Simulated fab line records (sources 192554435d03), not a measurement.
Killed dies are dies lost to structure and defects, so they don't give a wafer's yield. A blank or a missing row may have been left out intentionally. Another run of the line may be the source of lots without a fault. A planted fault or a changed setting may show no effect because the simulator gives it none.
Chamber matching || flow n5Finfet || N5_BEOL_M0_SAQP_HM_DEP_111 on pecvd-03: 3 sister chambers
The step deposits SiO2 from SiH4/N2O, target thk 12 nm, time 7.2 s. 27 wafers are shown with their chamber, then 12 later ones without.

== WAFERS WITH THEIR CHAMBER ==
{"wafer": "L074.4", "chamber": 0, "showerheadPlenumPTorr (Torr)": 8.17, "heaterPowerW (W)": 641, "chamberPressureTorr (Torr)": 0.7507}
{"wafer": "L074.5", "chamber": 0, "showerheadPlenumPTorr (Torr)": 8.13, "heaterPowerW (W)": 628, "chamberPressureTorr (Torr)": 0.7489}
{"wafer": "L074.6", "chamber": 2, "showerheadPlenumPTorr (Torr)": 8.00, "heaterPowerW (W)": 769, "chamberPressureTorr (Torr)": 0.7510}
{"wafer": "L076.3", "chamber": 0, "showerheadPlenumPTorr (Torr)": 8.16, "heaterPowerW (W)": 675, "chamberPressureTorr (Torr)": 0.7500}
{"wafer": "L076.4", "chamber": 2, "showerheadPlenumPTorr (Torr)": 8.02, "heaterPowerW (W)": 679, "chamberPressureTorr (Torr)": 0.7502}
{"wafer": "L076.6", "chamber": 0, "showerheadPlenumPTorr (Torr)": 8.15, "heaterPowerW (W)": 685, "chamberPressureTorr (Torr)": 0.7502}
{"wafer": "L077.1", "chamber": 2, "showerheadPlenumPTorr (Torr)": 8.01, "heaterPowerW (W)": 771, "chamberPressureTorr (Torr)": 0.7529}
{"wafer": "L077.2", "chamber": 1, "showerheadPlenumPTorr (Torr)": 8.22, "heaterPowerW (W)": 806, "chamberPressureTorr (Torr)": 0.7495}
{"wafer": "L077.6", "chamber": 0, "showerheadPlenumPTorr (Torr)": 8.16, "heaterPowerW (W)": 587, "chamberPressureTorr (Torr)": 0.7497}
{"wafer": "L078.3", "chamber": 1, "showerheadPlenumPTorr (Torr)": 8.22, "heaterPowerW (W)": 912, "chamberPressureTorr (Torr)": 0.7520}
{"wafer": "L078.4", "chamber": 1, "showerheadPlenumPTorr (Torr)": 8.23, "heaterPowerW (W)": 921, "chamberPressureTorr (Torr)": 0.7532}
{"wafer": "L078.5", "chamber": 2, "showerheadPlenumPTorr (Torr)": 8.02, "heaterPowerW (W)": 848, "chamberPressureTorr (Torr)": 0.7507}
{"wafer": "L081.2", "chamber": 2, "showerheadPlenumPTorr (Torr)": 8.03, "heaterPowerW (W)": 752, "chamberPressureTorr (Torr)": 0.7497}
{"wafer": "L081.3", "chamber": 1, "showerheadPlenumPTorr (Torr)": 8.24, "heaterPowerW (W)": 933, "chamberPressureTorr (Torr)": 0.7493}
{"wafer": "L081.6", "chamber": 0, "showerheadPlenumPTorr (Torr)": 8.15, "heaterPowerW (W)": 644, "chamberPressureTorr (Torr)": 0.7475}
{"wafer": "L082.1", "chamber": 2, "showerheadPlenumPTorr (Torr)": 8.02, "heaterPowerW (W)": 842, "chamberPressureTorr (Torr)": 0.7503}
{"wafer": "L082.4", "chamber": 2, "showerheadPlenumPTorr (Torr)": 8.03, "heaterPowerW (W)": 823, "chamberPressureTorr (Torr)": 0.7520}
{"wafer": "L082.5", "chamber": 0, "showerheadPlenumPTorr (Torr)": 8.14, "heaterPowerW (W)": 688, "chamberPressureTorr (Torr)": 0.7520}
{"wafer": "L084.1", "chamber": 2, "showerheadPlenumPTorr (Torr)": 8.03, "heaterPowerW (W)": 714, "chamberPressureTorr (Torr)": 0.7505}
{"wafer": "L084.3", "chamber": 1, "showerheadPlenumPTorr (Torr)": 8.22, "heaterPowerW (W)": 893, "chamberPressureTorr (Torr)": 0.7480}
{"wafer": "L084.6", "chamber": 2, "showerheadPlenumPTorr (Torr)": 8.03, "heaterPowerW (W)": 721, "chamberPressureTorr (Torr)": 0.7499}
{"wafer": "L085.1", "chamber": 1, "showerheadPlenumPTorr (Torr)": 8.22, "heaterPowerW (W)": 814, "chamberPressureTorr (Torr)": 0.7487}
{"wafer": "L085.4", "chamber": 2, "showerheadPlenumPTorr (Torr)": 8.02, "heaterPowerW (W)": 769, "chamberPressureTorr (Torr)": 0.7535}
{"wafer": "L085.5", "chamber": 1, "showerheadPlenumPTorr (Torr)": 8.22, "heaterPowerW (W)": 782, "chamberPressureTorr (Torr)": 0.7489}
{"wafer": "L087.1", "chamber": 1, "showerheadPlenumPTorr (Torr)": 8.21, "heaterPowerW (W)": 887, "chamberPressureTorr (Torr)": 0.7502}
{"wafer": "L087.3", "chamber": 0, "showerheadPlenumPTorr (Torr)": 8.16, "heaterPowerW (W)": 558, "chamberPressureTorr (Torr)": 0.7490}
{"wafer": "L087.5", "chamber": 2, "showerheadPlenumPTorr (Torr)": 8.00, "heaterPowerW (W)": 806, "chamberPressureTorr (Torr)": 0.7517}

SIGNATURES (means of the wafers above)
{"reading": "showerheadPlenumPTorr", "chamber 0": 8.1525, "chamber 1": 8.2225, "chamber 2": 8.0191, "scatter within a chamber": 0.0112}
{"reading": "heaterPowerW", "chamber 0": 638.25, "chamber 1": 868.50, "chamber 2": 772.18, "scatter within a chamber": 53.5}
{"reading": "chamberPressureTorr", "chamber 0": 0.749750, "chamber 1": 0.749975, "chamber 2": 0.751127, "scatter within a chamber": 0.00144}
Rule: distance of a wafer from a chamber = root of the sum over the readings of ((wafer's reading minus chamber's mean) / reading's scatter) squared. The wafer belongs to the nearest chamber; if the next one is less than 2 further off, it can't be placed. The scatter: the root of (the sum of the squares of (reading less its chamber's mean) over the shown wafers, divided by (wafers less chambers)).

== WAFERS WITHOUT THEIR CHAMBER ==
{"wafer": "L089.2", "showerheadPlenumPTorr (Torr)": 8.01, "heaterPowerW (W)": 720, "chamberPressureTorr (Torr)": 0.7494}
{"wafer": "L089.3", "showerheadPlenumPTorr (Torr)": 8.22, "heaterPowerW (W)": 909, "chamberPressureTorr (Torr)": 0.7491}
{"wafer": "L089.4", "showerheadPlenumPTorr (Torr)": 8.20, "heaterPowerW (W)": 911, "chamberPressureTorr (Torr)": 0.7516}
{"wafer": "L091.3", "showerheadPlenumPTorr (Torr)": 8.02, "heaterPowerW (W)": 708, "chamberPressureTorr (Torr)": 0.7498}
{"wafer": "L091.4", "showerheadPlenumPTorr (Torr)": 8.01, "heaterPowerW (W)": 731, "chamberPressureTorr (Torr)": 0.7478}
{"wafer": "L091.5", "showerheadPlenumPTorr (Torr)": 8.17, "heaterPowerW (W)": 600, "chamberPressureTorr (Torr)": 0.7476}
{"wafer": "L097.2", "showerheadPlenumPTorr (Torr)": 8.21, "heaterPowerW (W)": 791, "chamberPressureTorr (Torr)": 0.7510}
{"wafer": "L097.3", "showerheadPlenumPTorr (Torr)": 8.14, "heaterPowerW (W)": 682, "chamberPressureTorr (Torr)": 0.7519}
{"wafer": "L097.5", "showerheadPlenumPTorr (Torr)": 8.21, "heaterPowerW (W)": 794, "chamberPressureTorr (Torr)": 0.7500}
{"wafer": "L096.3", "showerheadPlenumPTorr (Torr)": 8.00, "heaterPowerW (W)": 691, "chamberPressureTorr (Torr)": 0.7511}
{"wafer": "L096.4", "showerheadPlenumPTorr (Torr)": 8.01, "heaterPowerW (W)": 682, "chamberPressureTorr (Torr)": 0.7520}
{"wafer": "L096.5", "showerheadPlenumPTorr (Torr)": 8.16, "heaterPowerW (W)": 641, "chamberPressureTorr (Torr)": 0.7531}

== WHICH CHAMBER EACH WENT THROUGH ==
{"wafer": "L089.2", "from the rows above": 2, "in truth": 2}
{"wafer": "L089.3", "from the rows above": 1, "in truth": 1}
{"wafer": "L089.4", "from the rows above": 1, "in truth": 1}
{"wafer": "L091.3", "from the rows above": 2, "in truth": 2}
{"wafer": "L091.4", "from the rows above": 2, "in truth": 2}
{"wafer": "L091.5", "from the rows above": 0, "in truth": 0}
{"wafer": "L097.2", "from the rows above": 1, "in truth": 1}
{"wafer": "L097.3", "from the rows above": 0, "in truth": 0}
{"wafer": "L097.5", "from the rows above": 1, "in truth": 1}
{"wafer": "L096.3", "from the rows above": 2, "in truth": 2}
{"wafer": "L096.4", "from the rows above": 2, "in truth": 2}
{"wafer": "L096.5", "from the rows above": 0, "in truth": 0}
Correct placement for 12 of the 12. Can't be placed from these rows: 0. Placed wrongly: 0.
